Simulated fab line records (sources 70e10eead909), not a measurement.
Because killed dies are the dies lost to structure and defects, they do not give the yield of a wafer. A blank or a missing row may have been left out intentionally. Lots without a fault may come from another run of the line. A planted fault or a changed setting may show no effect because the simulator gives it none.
The tool behind it: which one? + flow nand-harc + 21 lots, 63 wafers sampled, at 6 steps of a route of 1302

WHAT THE GAUGES READ, wafer by wafer
No reading from a measuring or inspecting step in the record can be judged against a usual standard deviation.

WHAT TOOL EACH LOT RAN ON (gives the tool, then ch and the chambers of the sampled wafers, and finally the start)
| lot  | NHARC_A_STAIRCASE_DESCUM_252       | NHARC_A_STAIRCASE_ETCH_452                    | NHARC_A_STAIRCASE_STRIP_295                   | NHARC_A_STAIRCASE_DESCUM_312       | NHARC_A_STAIRCASE_ETCHBACK_416                | NHARC_A_STAIRCASE_STRIP_476        |
|------|------------------------------------|-----------------------------------------------|-----------------------------------------------|------------------------------------|-----------------------------------------------|------------------------------------|
| L075 | rie-diel-04 ch 0,1, day 16 12:36   | rie-diel-04 ch 1,2,3, day 17 10:12 or earlier | rie-diel-04 ch 1,3, day 17 10:12 or earlier   | rie-diel-06 ch 1,3, day 17 10:12   | rie-diel-04 ch 0,2, day 17 19:54 or earlier   | rie-diel-04 ch 0,1,3, day 17 19:54 |
| L074 | rie-diel-06 ch 2,3, day 16 13:16   | rie-diel-06 ch 1,2,3, day 17 11:39 or earlier | rie-diel-06 ch 1,3, day 17 11:39 or earlier   | rie-diel-01 ch 0,2, day 17 11:39   | rie-diel-06 ch 0,2,3, day 17 20:49 or earlier | rie-diel-06 ch 0,3, day 17 20:49   |
| L076 | rie-diel-06 ch 1,2,3, day 17 18:42 | rie-diel-06 ch 1,2,3, day 18 10:00 or earlier | rie-diel-06 ch 1,2,3, day 18 10:00 or earlier | rie-diel-01 ch 0,2,3, day 18 10:00 | rie-diel-01 ch 1,2,3, day 18 14:05 or earlier | rie-diel-01 ch 0,2,3, day 18 14:05 |
| L078 | rie-diel-04 ch 0,3, day 18 00:16   | rie-diel-01 ch 0,2,3, day 18 15:50 or earlier | rie-diel-01 ch 0,1,3, day 18 15:50 or earlier | rie-diel-04 ch 0,1,3, day 18 15:50 | rie-diel-04 ch 0,1, day 18 19:59 or earlier   | rie-diel-04 ch 1,2, day 18 19:59   |
| L077 | rie-diel-04 ch 1,2, day 18 02:58   | rie-diel-04 ch 0,3, day 18 19:20 or earlier   | rie-diel-04 ch 0,2, day 18 19:20 or earlier   | rie-diel-04 ch 0,1,2, day 18 19:20 | rie-diel-06 ch 1,2, day 18 23:45 or earlier   | rie-diel-06 ch 0,1,3, day 18 23:45 |
| L081 | rie-diel-01 ch 1,2,3, day 18 14:37 | rie-diel-01 ch 0,1,2, day 19 14:20 or earlier | rie-diel-01 ch 1,3, day 19 14:20 or earlier   | rie-diel-01 ch 0,1,2, day 19 14:20 | rie-diel-04 ch 0,2, day 19 18:20 or earlier   | rie-diel-04 ch 0,1,3, day 19 18:20 |
| L079 | rie-diel-01 ch 0,1,2, day 18 18:16 | rie-diel-01 ch 0,1,2, day 19 15:32 or earlier | rie-diel-01 ch 2,3, day 19 15:32 or earlier   | rie-diel-04 ch 2,3, day 19 15:32   | rie-diel-04 ch 1,2,3, day 19 19:36 or earlier | rie-diel-04 ch 0,1,3, day 19 19:36 |
| L080 | rie-diel-04 ch 0,1, day 18 19:47   | rie-diel-01 ch 0,2, day 19 18:08 or earlier   | rie-diel-01 ch 0,3, day 19 18:08 or earlier   | rie-diel-06 ch 0,1,2, day 19 18:08 | rie-diel-01 ch 1,2, day 19 22:11 or earlier   | rie-diel-01 ch 1,2,3, day 19 22:11 |
| L084 | rie-diel-01 ch 0,2,3, day 20 16:59 | rie-diel-06 ch 0,2, day 21 04:31 or earlier   | rie-diel-01 ch 0,2,3, day 21 04:31            | rie-diel-06 ch 1,3, day 21 13:26   | rie-diel-01 ch 1,2,3, day 21 17:27 or earlier | rie-diel-01 ch 0,1, day 21 17:27   |
| L085 | rie-diel-04 ch 0,1,2, day 20 22:01 | rie-diel-01 ch 1,2,3, day 22 02:36 or earlier | rie-diel-01 ch 0,1,2, day 22 02:36 or earlier | rie-diel-01 ch 0,1,3, day 22 02:36 | rie-diel-01 ch 0,3, day 22 06:39 or earlier   | rie-diel-01 ch 0,3, day 22 06:39   |
| L086 | rie-diel-04 ch 1,3, day 20 22:18   | rie-diel-04 ch 2,3, day 21 22:47 or earlier   | rie-diel-04 ch 0,3, day 21 22:47 or earlier   | rie-diel-01 ch 1,2,3, day 21 22:47 | rie-diel-01 ch 0,2, day 22 03:03 or earlier   | rie-diel-01 ch 0,2,3, day 22 03:03 |
| L088 | rie-diel-01 ch 0,1,2, day 22 02:38 | rie-diel-06 ch 0,2, day 22 22:32 or earlier   | rie-diel-06 ch 0,1,3, day 22 22:32 or earlier | rie-diel-04 ch 0,2,3, day 22 22:32 | rie-diel-01 ch 0,1,2, day 23 02:34 or earlier | rie-diel-01 ch 0,1,3, day 23 02:34 |
| L089 | rie-diel-06 ch 0,1,3, day 22 06:13 | rie-diel-04 ch 1,2,3, day 23 01:46 or earlier | rie-diel-04 ch 1,2,3, day 23 01:46 or earlier | rie-diel-04 ch 0,2,3, day 23 01:46 | rie-diel-01 ch 0,1,2, day 23 05:50 or earlier | rie-diel-01 ch 0,1,2, day 23 05:50 |
| L087 | rie-diel-04 ch 0,2,3, day 22 06:57 | rie-diel-01 ch 1,2,3, day 23 01:51 or earlier | rie-diel-01 ch 0,2,3, day 23 01:51 or earlier | rie-diel-06 ch 1,2,3, day 23 01:51 | rie-diel-01 ch 1,2,3, day 23 06:02 or earlier | rie-diel-01 ch 1,2,3, day 23 06:02 |
| L091 | rie-diel-06 ch 0,1,2, day 22 23:50 | rie-diel-01 ch 1,2,3, day 23 14:43 or earlier | rie-diel-01 ch 0,3, day 23 14:43 or earlier   | rie-diel-01 ch 0,1,3, day 23 14:43 | rie-diel-01 ch 0,2,3, day 23 18:45 or earlier | rie-diel-01 ch 2,3, day 23 18:45   |
| L092 | rie-diel-04 ch 2,3, day 24 00:01   | rie-diel-01 ch 0,3, day 25 01:32 or earlier   | rie-diel-01 ch 0,2,3, day 25 01:32 or earlier | rie-diel-04 ch 0,1,2, day 25 01:32 | rie-diel-04 ch 1,2,3, day 25 06:40 or earlier | rie-diel-04 ch 0,1, day 25 06:40   |
| L093 | rie-diel-04 ch 0,1,3, day 24 00:56 | rie-diel-04 ch 0,2,3, day 25 00:26 or earlier | rie-diel-04 ch 1,3, day 25 00:26 or earlier   | rie-diel-01 ch 0,3, day 25 00:26   | rie-diel-04 ch 1,2,3, day 25 05:32 or earlier | rie-diel-04 ch 0,1,2, day 25 05:32 |
| L094 | rie-diel-06 ch 0,2, day 24 22:01   | rie-diel-04 ch 1,3, day 25 14:01 or earlier   | rie-diel-04 ch 0,1,3, day 25 14:01 or earlier | rie-diel-04 ch 0,3, day 25 14:01   | rie-diel-06 ch 1,2,3, day 25 18:19 or earlier | rie-diel-06 ch 0,1, day 25 18:19   |
| L096 | rie-diel-01 ch 0,1,2, day 25 07:40 | rie-diel-04 ch 0,2,3, day 26 01:30 or earlier | rie-diel-04 ch 0,1,2, day 26 01:30 or earlier | rie-diel-04 ch 1,2,3, day 26 01:30 | rie-diel-06 ch 0,2,3, day 26 05:35 or earlier | rie-diel-06 ch 1,2,3, day 26 05:35 |
| L097 | rie-diel-04 ch 0,1,2, day 25 16:54 | rie-diel-04 ch 0,1,3, day 26 08:41 or earlier | rie-diel-04 ch 0,1, day 26 08:41 or earlier   | rie-diel-04 ch 1,3, day 26 08:41   | rie-diel-01 ch 0,2, day 26 12:41 or earlier   | rie-diel-01 ch 1,2, day 26 12:41   |
| L095 | rie-diel-04 ch 0,1,2, day 25 17:59 | rie-diel-06 ch 1,2,3, day 26 10:14 or earlier | rie-diel-06 ch 2,3, day 26 10:14 or earlier   | rie-diel-06 ch 1,2,3, day 26 10:14 | rie-diel-04 ch 0,2,3, day 26 14:31 or earlier | rie-diel-04 ch 0,1,2, day 26 14:31 |
- NHARC_A_STAIRCASE_DESCUM_252: chemistry O2, time 3 s.
- NHARC_A_STAIRCASE_ETCH_452: etches the open film in CF4/O2, target depth 30 nm, overetch 3 nm, time 16.5 s.
- NHARC_A_STAIRCASE_STRIP_295: strips in O2.
- NHARC_A_STAIRCASE_DESCUM_312: chemistry O2, time 3 s.
- NHARC_A_STAIRCASE_ETCHBACK_416: etches the open film in C4F8/O2/Ar, target depth 36 nm, time 7.2 s.
- NHARC_A_STAIRCASE_STRIP_476: strips in O2, time 20 s.

AS READ BY THE TOOLS THEMSELVES (means over the sampled wafers that have a number; for cases with no such wafer, the mark the record gives instead)
NHARC_A_STAIRCASE_DESCUM_252. Usual: drypump-motor-current-A 5.8 A, standard deviation 0.43; oes-product-au 0.992 a.u., standard deviation 0.012; rf-vpp-V 57.8 V, standard deviation 0.91; showerhead-plenum-p-Torr 1.92 Torr, standard deviation 0.11; throttle-valve-pct 11.313 %, standard deviation 0.0085.
| lot  | tool        | drypump-motor-current-A (A) | oes-product-au (a.u.) | rf-vpp-V (V) | showerhead-plenum-p-Torr (Torr) | throttle-valve-pct (%) | flag |
|------|-------------|-----------------------------|-----------------------|--------------|---------------------------------|------------------------|------|
| L075 | rie-diel-04 | 5.7                         | 0.999                 | 57.9         | 1.85                            | 11.318                 |      |
| L074 | rie-diel-06 | 5.5                         | 0.989                 | 58.0         | 2.04                            | 11.317                 |      |
| L076 | rie-diel-06 | 6.0                         | 0.990                 | 57.5         | 2.03                            | 11.310                 |      |
| L078 | rie-diel-04 | 5.9                         | 0.984                 | 57.9         | 1.84                            | 11.309                 |      |
| L077 | rie-diel-04 | 5.9                         | 0.996                 | 58.7         | 1.98                            | 11.310                 |      |
| L081 | rie-diel-01 | 5.8                         | 0.994                 | 57.3         | 1.87                            | 11.306                 |      |
| L079 | rie-diel-01 | 5.7                         | 0.986                 | 57.4         | 1.90                            | 11.312                 |      |
| L080 | rie-diel-04 | 5.7                         | 1.002                 | 57.8         | 1.81                            | 11.309                 |      |
| L084 | rie-diel-01 | 5.3                         | 0.995                 | 57.4         | 1.84                            | 11.309                 |      |
| L085 | rie-diel-04 | 5.8                         | 0.992                 | 57.4         | 1.90                            | 11.319                 |      |
| L086 | rie-diel-04 | 6.0                         | 0.986                 | 57.6         | 1.78                            | 11.309                 |      |
| L088 | rie-diel-01 | 5.7                         | 0.993                 | 58.0         | 1.89                            | 11.314                 |      |
| L089 | rie-diel-06 | 6.2                         | 0.999                 | 58.6         | 1.98                            | 11.314                 |      |
| L087 | rie-diel-04 | 6.0                         | 0.994                 | 56.9         | 1.89                            | 11.310                 |      |
| L091 | rie-diel-06 | 6.0                         | 0.991                 | 58.2         | 2.02                            | 11.309                 |      |
| L092 | rie-diel-04 | 6.0                         | 0.987                 | 57.5         | 2.07                            | 11.312                 |      |
| L093 | rie-diel-04 | 5.9                         | 0.999                 | 58.2         | 1.90                            | 11.310                 |      |
| L094 | rie-diel-06 | 5.4                         | 0.983                 | 57.5         | 2.02                            | 11.306                 |      |
| L096 | rie-diel-01 | 5.7                         | 0.998                 | 57.7         | 1.88                            | 11.315                 |      |
| L097 | rie-diel-04 | 5.8                         | 0.982                 | 57.7         | 1.89                            | 11.315                 |      |
| L095 | rie-diel-04 | 5.8                         | 0.991                 | 57.5         | 1.89                            | 11.308                 |      |

NHARC_A_STAIRCASE_ETCH_452. Usual: drypump-motor-current-A 5.8 A, standard deviation 0.43; oes_ar_750_au 1.001 a.u., standard deviation 0.0043; oes-product-au 0.993 a.u., standard deviation 0.013; rf-vpp-V 197.7 V, standard deviation 1.7; showerhead-plenum-p-Torr 1.33 Torr, standard deviation 0.071; throttle-valve-pct 13.397 %, standard deviation 0.0086.
| lot  | tool        | drypump-motor-current-A (A) | oes_ar_750_au (a.u.) | oes-product-au (a.u.) | rf-vpp-V (V) | showerhead-plenum-p-Torr (Torr) | throttle-valve-pct (%) | flag |
|------|-------------|-----------------------------|----------------------|-----------------------|--------------|---------------------------------|------------------------|------|
| L075 | rie-diel-04 | 5.9                         | 1.000                | 0.993                 | 197.9        | 1.32                            | 13.400                 |      |
| L074 | rie-diel-06 | 6.0                         | 1.001                | 0.988                 | 199.2        | 1.41                            | 13.397                 |      |
| L076 | rie-diel-06 | 6.0                         | 1.001                | 0.985                 | 199.2        | 1.41                            | 13.396                 |      |
| L078 | rie-diel-01 | 5.3                         | 0.999                | 0.994                 | 197.2        | 1.29                            | 13.397                 |      |
| L077 | rie-diel-04 | 5.9                         | 1.002                | 0.992                 | 196.7        | 1.28                            | 13.392                 |      |
| L081 | rie-diel-01 | 5.7                         | 1.006                | 0.976                 | 196.9        | 1.32                            | 13.405                 |      |
| L079 | rie-diel-01 | 5.7                         | 0.999                | 0.982                 | 197.2        | 1.32                            | 13.395                 |      |
| L080 | rie-diel-01 | 5.5                         | 1.001                | 0.992                 | 197.8        | 1.29                            | 13.401                 |      |
| L084 | rie-diel-06 | 5.4                         | 0.991                | 0.983                 | 199.5        | 1.41                            | 13.392                 |      |
| L085 | rie-diel-01 | 5.8                         | 1.000                | 1.001                 | 196.9        | 1.30                            | 13.393                 |      |
| L086 | rie-diel-04 | 6.0                         | 0.997                | 0.997                 | 198.4        | 1.37                            | 13.389                 |      |
| L088 | rie-diel-06 | 5.5                         | 1.004                | 0.996                 | 199.2        | 1.41                            | 13.395                 |      |
| L089 | rie-diel-04 | 5.9                         | 0.997                | 0.988                 | 198.1        | 1.30                            | 13.389                 |      |
| L087 | rie-diel-01 | 5.8                         | 1.003                | 0.990                 | 196.7        | 1.30                            | 13.396                 |      |
| L091 | rie-diel-01 | 5.8                         | 0.999                | 0.997                 | 196.6        | 1.30                            | 13.403                 |      |
| L092 | rie-diel-01 | 5.1                         | 1.000                | 1.001                 | 195.9        | 1.27                            | 13.405                 |      |
| L093 | rie-diel-04 | 5.9                         | 1.000                | 1.002                 | 199.1        | 1.39                            | 13.399                 |      |
| L094 | rie-diel-04 | 5.9                         | 1.002                | 0.999                 | 197.2        | 1.31                            | 13.405                 |      |
| L096 | rie-diel-04 | 5.9                         | 1.002                | 1.002                 | 199.0        | 1.39                            | 13.395                 |      |
| L097 | rie-diel-04 | 5.9                         | 1.000                | 1.003                 | 197.8        | 1.32                            | 13.398                 |      |
| L095 | rie-diel-06 | 6.0                         | 0.999                | 1.001                 | 198.9        | 1.40                            | 13.398                 |      |

NHARC_A_STAIRCASE_STRIP_295. Usual: drypump-motor-current-A 5.8 A, standard deviation 0.47; oes-product-au 0.990 a.u., standard deviation 0.013; rf-vpp-V 57.8 V, standard deviation 0.93; showerhead-plenum-p-Torr 3.51 Torr, standard deviation 0.18; throttle-valve-pct 17.037 %, standard deviation 0.0096.
| lot  | tool        | drypump-motor-current-A (A) | oes-product-au (a.u.) | rf-vpp-V (V) | showerhead-plenum-p-Torr (Torr) | throttle-valve-pct (%) | flag |
|------|-------------|-----------------------------|-----------------------|--------------|---------------------------------|------------------------|------|
| L075 | rie-diel-04 | 6.1                         | 0.991                 | 57.1         | 3.30                            | 17.038                 |      |
| L074 | rie-diel-06 | 6.6                         | 0.982                 | 57.4         | 3.71                            | 17.044                 |      |
| L076 | rie-diel-06 | 6.0                         | 0.987                 | 58.8         | 3.72                            | 17.034                 |      |
| L078 | rie-diel-01 | 5.6                         | 0.977                 | 57.3         | 3.48                            | 17.034                 |      |
| L077 | rie-diel-04 | 5.9                         | 0.990                 | 58.5         | 3.68                            | 17.042                 |      |
| L081 | rie-diel-01 | 5.6                         | 0.989                 | 57.7         | 3.43                            | 17.032                 |      |
| L079 | rie-diel-01 | 5.4                         | 0.999                 | 57.3         | 3.36                            | 17.045                 |      |
| L080 | rie-diel-01 | 5.2                         | 0.995                 | 57.2         | 3.39                            | 17.035                 |      |
| L084 | rie-diel-01 | 5.3                         | 0.995                 | 57.5         | 3.40                            | 17.031                 |      |
| L085 | rie-diel-01 | 5.7                         | 0.988                 | 57.4         | 3.48                            | 17.029                 |      |
| L086 | rie-diel-04 | 6.1                         | 0.993                 | 58.2         | 3.32                            | 17.040                 |      |
| L088 | rie-diel-06 | 6.2                         | 0.999                 | 58.3         | 3.65                            | 17.035                 |      |
| L089 | rie-diel-04 | 6.0                         | 0.984                 | 57.4         | 3.45                            | 17.035                 |      |
| L087 | rie-diel-01 | 5.3                         | 0.996                 | 57.1         | 3.39                            | 17.030                 |      |
| L091 | rie-diel-01 | 5.1                         | 0.995                 | 58.7         | 3.42                            | 17.035                 |      |
| L092 | rie-diel-01 | 5.3                         | 0.991                 | 57.2         | 3.38                            | 17.027                 |      |
| L093 | rie-diel-04 | 5.9                         | 0.999                 | 58.0         | 3.47                            | 17.036                 |      |
| L094 | rie-diel-04 | 5.9                         | 0.994                 | 57.9         | 3.51                            | 17.045                 |      |
| L096 | rie-diel-04 | 5.8                         | 0.987                 | 57.7         | 3.50                            | 17.041                 |      |
| L097 | rie-diel-04 | 5.7                         | 1.003                 | 57.6         | 3.38                            | 17.038                 |      |
| L095 | rie-diel-06 | 5.5                         | 0.992                 | 57.8         | 3.70                            | 17.029                 |      |

NHARC_A_STAIRCASE_DESCUM_312. Usual: drypump-motor-current-A 5.8 A, standard deviation 0.46; oes-product-au 0.992 a.u., standard deviation 0.013; rf-vpp-V 57.9 V, standard deviation 0.92; showerhead-plenum-p-Torr 1.91 Torr, standard deviation 0.11; throttle-valve-pct 11.311 %, standard deviation 0.0092.
| lot  | tool        | drypump-motor-current-A (A) | oes-product-au (a.u.) | rf-vpp-V (V) | showerhead-plenum-p-Torr (Torr) | throttle-valve-pct (%) | flag |
|------|-------------|-----------------------------|-----------------------|--------------|---------------------------------|------------------------|------|
| L075 | rie-diel-06 | 6.3                         | 1.000                 | 59.2         | 1.99                            | 11.323                 |      |
| L074 | rie-diel-01 | 5.2                         | 1.000                 | 56.9         | 1.87                            | 11.305                 |      |
| L076 | rie-diel-01 | 5.3                         | 1.005                 | 56.9         | 1.84                            | 11.312                 |      |
| L078 | rie-diel-04 | 5.9                         | 0.989                 | 57.2         | 1.81                            | 11.307                 |      |
| L077 | rie-diel-04 | 5.8                         | 0.993                 | 56.8         | 1.91                            | 11.307                 |      |
| L081 | rie-diel-01 | 5.7                         | 0.988                 | 58.2         | 1.89                            | 11.306                 |      |
| L079 | rie-diel-04 | 6.1                         | 0.989                 | 58.3         | 1.97                            | 11.315                 |      |
| L080 | rie-diel-06 | 5.9                         | 0.985                 | 58.6         | 2.02                            | 11.309                 |      |
| L084 | rie-diel-06 | 6.5                         | 0.995                 | 57.5         | 2.01                            | 11.306                 |      |
| L085 | rie-diel-01 | 5.6                         | 0.990                 | 57.5         | 1.88                            | 11.308                 |      |
| L086 | rie-diel-01 | 5.8                         | 0.998                 | 57.3         | 1.86                            | 11.312                 |      |
| L088 | rie-diel-04 | 5.9                         | 0.987                 | 58.4         | 1.89                            | 11.303                 |      |
| L089 | rie-diel-04 | 6.0                         | 0.992                 | 57.5         | 1.89                            | 11.310                 |      |
| L087 | rie-diel-06 | 6.0                         | 1.003                 | 58.4         | 2.02                            | 11.311                 |      |
| L091 | rie-diel-01 | 5.6                         | 0.989                 | 58.0         | 1.88                            | 11.314                 |      |
| L092 | rie-diel-04 | 5.8                         | 0.997                 | 57.6         | 1.90                            | 11.300                 |      |
| L093 | rie-diel-01 | 5.1                         | 1.005                 | 57.9         | 1.84                            | 11.309                 |      |
| L094 | rie-diel-04 | 6.0                         | 1.014                 | 57.6         | 2.00                            | 11.310                 |      |
| L096 | rie-diel-04 | 5.9                         | 0.992                 | 58.2         | 1.97                            | 11.316                 |      |
| L097 | rie-diel-04 | 6.0                         | 1.001                 | 58.3         | 1.97                            | 11.311                 |      |
| L095 | rie-diel-06 | 6.0                         | 0.998                 | 58.4         | 2.01                            | 11.310                 |      |

NHARC_A_STAIRCASE_ETCHBACK_416. Usual: oes-product-au 0.924 a.u., standard deviation 0.024; rf-vpp-V 723 V, standard deviation 5.2.
| lot  | tool        | oes-product-au (a.u.) | rf-vpp-V (V) | flag |
|------|-------------|-----------------------|--------------|------|
| L075 | rie-diel-04 | 0.923                 | 728          |      |
| L074 | rie-diel-06 | 0.915                 | 727          |      |
| L076 | rie-diel-01 | 0.919                 | 720          |      |
| L078 | rie-diel-04 | 0.921                 | 719          |      |
| L077 | rie-diel-06 | 0.910                 | 731          |      |
| L081 | rie-diel-04 | 0.921                 | 725          |      |
| L079 | rie-diel-04 | 0.921                 | 721          |      |
| L080 | rie-diel-01 | 0.910                 | 723          |      |
| L084 | rie-diel-01 | 0.916                 | 721          |      |
| L085 | rie-diel-01 | 0.921                 | 719          |      |
| L086 | rie-diel-01 | 0.912                 | 720          |      |
| L088 | rie-diel-01 | 0.904                 | 722          |      |
| L089 | rie-diel-01 | 0.909                 | 722          |      |
| L087 | rie-diel-01 | 0.904                 | 720          |      |
| L091 | rie-diel-01 | 0.931                 | 719          |      |
| L092 | rie-diel-04 | 0.914                 | 726          |      |
| L093 | rie-diel-04 | 0.917                 | 726          |      |
| L094 | rie-diel-06 | 0.921                 | 727          |      |
| L096 | rie-diel-06 | 0.923                 | 727          |      |
| L097 | rie-diel-01 | 0.924                 | 719          |      |
| L095 | rie-diel-04 | 0.990                 | 727          |      |

NHARC_A_STAIRCASE_STRIP_476. Usual: drypump-motor-current-A 5.8 A, standard deviation 0.48; oes-product-au 0.993 a.u., standard deviation 0.012; rf-vpp-V 57.7 V, standard deviation 0.94; showerhead-plenum-p-Torr 3.51 Torr, standard deviation 0.17; throttle-valve-pct 17.037 %, standard deviation 0.0088.
| lot  | tool        | drypump-motor-current-A (A) | oes-product-au (a.u.) | rf-vpp-V (V) | showerhead-plenum-p-Torr (Torr) | throttle-valve-pct (%) | flag |
|------|-------------|-----------------------------|-----------------------|--------------|---------------------------------|------------------------|------|
| L075 | rie-diel-04 | 5.9                         | 0.992                 | 57.6         | 3.35                            | 17.031                 |      |
| L074 | rie-diel-06 | 5.9                         | 0.997                 | 57.2         | 3.62                            | 17.035                 |      |
| L076 | rie-diel-01 | 5.3                         | 0.995                 | 57.6         | 3.41                            | 17.032                 |      |
| L078 | rie-diel-04 | 5.8                         | 0.991                 | 57.9         | 3.48                            | 17.038                 |      |
| L077 | rie-diel-06 | 6.2                         | 0.997                 | 56.5         | 3.66                            | 17.033                 |      |
| L081 | rie-diel-04 | 5.9                         | 0.991                 | 56.4         | 3.35                            | 17.047                 |      |
| L079 | rie-diel-04 | 5.9                         | 0.999                 | 57.7         | 3.35                            | 17.036                 |      |
| L080 | rie-diel-01 | 5.8                         | 0.988                 | 58.2         | 3.45                            | 17.036                 |      |
| L084 | rie-diel-01 | 5.9                         | 0.979                 | 57.3         | 3.56                            | 17.032                 |      |
| L085 | rie-diel-01 | 5.1                         | 0.998                 | 57.8         | 3.42                            | 17.025                 |      |
| L086 | rie-diel-01 | 5.3                         | 0.995                 | 58.5         | 3.39                            | 17.029                 |      |
| L088 | rie-diel-01 | 5.5                         | 0.988                 | 57.8         | 3.46                            | 17.043                 |      |
| L089 | rie-diel-01 | 5.7                         | 0.991                 | 57.6         | 3.48                            | 17.046                 |      |
| L087 | rie-diel-01 | 5.8                         | 0.995                 | 58.2         | 3.43                            | 17.042                 |      |
| L091 | rie-diel-01 | 5.5                         | 0.992                 | 57.6         | 3.36                            | 17.038                 |      |
| L092 | rie-diel-04 | 5.7                         | 0.991                 | 56.4         | 3.34                            | 17.042                 |      |
| L093 | rie-diel-04 | 5.8                         | 0.996                 | 58.1         | 3.50                            | 17.033                 |      |
| L094 | rie-diel-06 | 6.1                         | 1.001                 | 59.2         | 3.64                            | 17.040                 |      |
| L096 | rie-diel-06 | 6.1                         | 1.000                 | 57.9         | 3.69                            | 17.028                 |      |
| L097 | rie-diel-01 | 5.9                         | 1.001                 | 58.1         | 3.43                            | 17.032                 |      |
| L095 | rie-diel-04 | 5.8                         | 0.991                 | 57.3         | 3.49                            | 17.033                 |      |

THE ANSWER, worked out from the rows above alone
Rule: a lot is off if the mean of its wafers that have a number lies more than 3 standard deviations from the usual mean. Also off: a lot with no number at a reading for which 4 or more lots have one. Any other lot the step has rows for is counted as sound. First the gauges in route order, then the tools' own readings, where a lot's mean is used as printed above. At the first step where some lot is off, the reading lying furthest off is the one used; lots without a number count as furthest.
No lot is off at any reading shown: from this, nothing can be told.

WHAT THE SIMULATOR HAD PUT IN
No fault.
